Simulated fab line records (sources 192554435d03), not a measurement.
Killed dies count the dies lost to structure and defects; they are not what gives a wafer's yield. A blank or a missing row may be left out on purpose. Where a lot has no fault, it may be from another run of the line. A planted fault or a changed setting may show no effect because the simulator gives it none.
Chamber matching -- flow n5 finfet -- N5_PMOS_HMC_CHANNEL_EPI_ETCH_32 on rie diel-03: 4 sister chambers
The step etches BARC in N2/H2, stops on SiO2, target depth 85.8 nm, time 50.3 s. 4 wafers are shown with their chamber, then 7 later ones without.

== WAFERS WITH THEIR CHAMBER ==
wafer,chamber,drypump motor current A (A)
L091.5,1,6.0
L091.6,2,5.0
L092.1,0,5.9
L092.2,3,5.6

== WAFERS MISSING THEIR CHAMBER ==
wafer,drypump motor current A (A)
L092.4,6.0
L095.2,5.9
L095.4,5.7
L095.5,5.0
L097.1,5.0
L097.4,6.0
L097.6,5.6

== EACH ONE'S CHAMBER ==
wafer,from the rows above,in truth
L092.4,1,1
L095.2,0,0
L095.4,3,3
L095.5,2,2
L097.1,2,2
L097.4,1,1
L097.6,3,3
7 of 7 placed correctly. Not placeable from these rows: 0. Placed wrongly: 0.
How it was worked out, from the rows above alone: a wafer's distance from a chamber is the root of the sum, over the readings, of the square of ((its reading less the chamber's mean) divided by the reading's scatter). The wafer belongs to the nearest chamber; if the next one is less than 2 further off, it can't be placed. The mean given for a chamber averages the wafers shown for that chamber. The scatter (one wafer shown for each chamber): square how far every hidden wafer sits from the nearest shown wafer, average those squares and take the square root.
